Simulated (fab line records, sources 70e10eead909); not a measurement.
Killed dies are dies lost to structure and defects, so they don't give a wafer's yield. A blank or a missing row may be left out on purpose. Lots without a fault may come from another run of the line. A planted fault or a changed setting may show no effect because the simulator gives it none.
Which tool did it? | flow nand_harc | 24 lots, 72 wafers sampled, at 1 step of a route of 1302

WHAT THE GAUGES READ, wafer by wafer
NHARC_P_CONTACT_OVL_MEAS_13.
lot  | measured     | on         | overlay_x_nm (nm) | overlay_y_nm (nm)
L074 | day 6 01:44  | overlay-01 | 0.5 0.4 0.3       | -0.4 -0.3 -0.5
L076 | day 6 13:23  | overlay-02 | -1.5 -0.8 -1.2    | 0.8 1.2 0.6
L075 | day 6 13:52  | overlay-02 | -0.2 -0.4 -0.7    | 1.2 1.2 0.9
L077 | day 7 03:48  | overlay-01 | -0.7 -0.4 -0.6    | -0.8 -0.1 -0.8
L078 | day 7 17:27  | overlay-02 | 0.4 0.2 0.9       | -0.2 0.0 -0.5
L079 | day 7 22:38  | overlay-02 | 0.5 0.0 -0.4      | -0.5 -0.3 -0.2
L081 | day 8 14:37  | overlay-02 | -0.1 -0.3 -0.3    | -0.4 -0.5 -0.4
L080 | day 8 15:14  | overlay-02 | 0.3 -0.7 0.0      | 0.1 -0.2 0.3
L082 | day 9 12:30  | overlay-01 | -0.1 -0.1 -0.1    | 0.3 0.4 0.9
L083 | day 9 13:56  | overlay-01 | 0.6 0.5 0.5       | 0.1 0.9 0.3
L084 | day 10 05:16 | overlay-01 | -0.8 -0.9 -0.5    | 0.3 0.0 -0.3
L085 | day 10 09:17 | overlay-02 | -0.9 -0.8 -0.8    | -2.7 -2.1 -2.6
L086 | day 10 19:47 | overlay-01 | -0.5 -0.4 -0.3    | -1.3 -1.7 -1.7
L088 | day 12 02:27 | overlay-02 | 1.3 0.6 0.8       | -0.2 0.1 0.2
L087 | day 12 02:54 | overlay-02 | -0.9 -0.8 -1.4    | 0.3 0.4 1.4
L089 | day 12 11:41 | overlay-02 | 0.7 0.6 0.6       | 0.3 -0.4 0.2
L090 | day 12 17:02 | overlay-01 | 0.7 0.8 0.9       | 0.6 0.6 0.8
L091 | day 13 05:46 | overlay-01 | -0.4 0.0 -0.2     | 1.8 1.2 1.3
L092 | day 13 10:40 | overlay-01 | 0.4 -0.1 0.3      | 1.3 1.9 1.6
L093 | day 13 20:29 | overlay-01 | 0.9 0.8 0.7       | 0.1 -0.1 -0.6
L094 | day 14 08:47 | overlay-01 | -0.4 0.0 -0.6     | 0.0 -0.3 -0.1
L095 | day 14 19:03 | overlay-01 | 1.6 1.4 1.8       | 1.9 1.6 2.5
L096 | day 15 04:14 | overlay-01 | 0.9 1.0 1.6       | 0.0 0.2 -0.2
L097 | day 15 10:50 | overlay-02 | 1.1 0.6 1.8       | 0.9 0.8 0.8

WHICH TOOL RAN EACH LOT (tool, then ch and the chambers of the sampled wafers, then the start)
The record holds no process step before these readings.

WHAT THE TOOLS THEMSELVES READ (means of the sampled wafers that have a number; where no wafer has one, the mark that the record gives instead)
The record holds no such reading with a usual standard deviation.

THE ANSWER, worked out from the rows above alone
Rule: what is usual is taken from the lots themselves. Put in order of their means at a reading, lots are off if they are a third of the lots or fewer, leave a main group of 4 or more, and stand apart from it by a gap of 3 or more times the standard deviation of the main group's means; of several such gaps the widest counts. A main group whose means are all the same, to the digits that the tables above print for the reading, isn't used. A lot without any number at a reading at which 4 lots or more have one is off too. The other lots that the step has rows for count as sound. The gauges are gone through in route order, then the tools' own readings, and for those a lot's mean is taken as printed above. The first step at which some lot is off is used, and at that step the reading that is off furthest; a lot without a number counts as furthest.
No lot is off at any reading shown: from this, nothing can be told.

WHAT THE SIMULATOR HAD PUT IN
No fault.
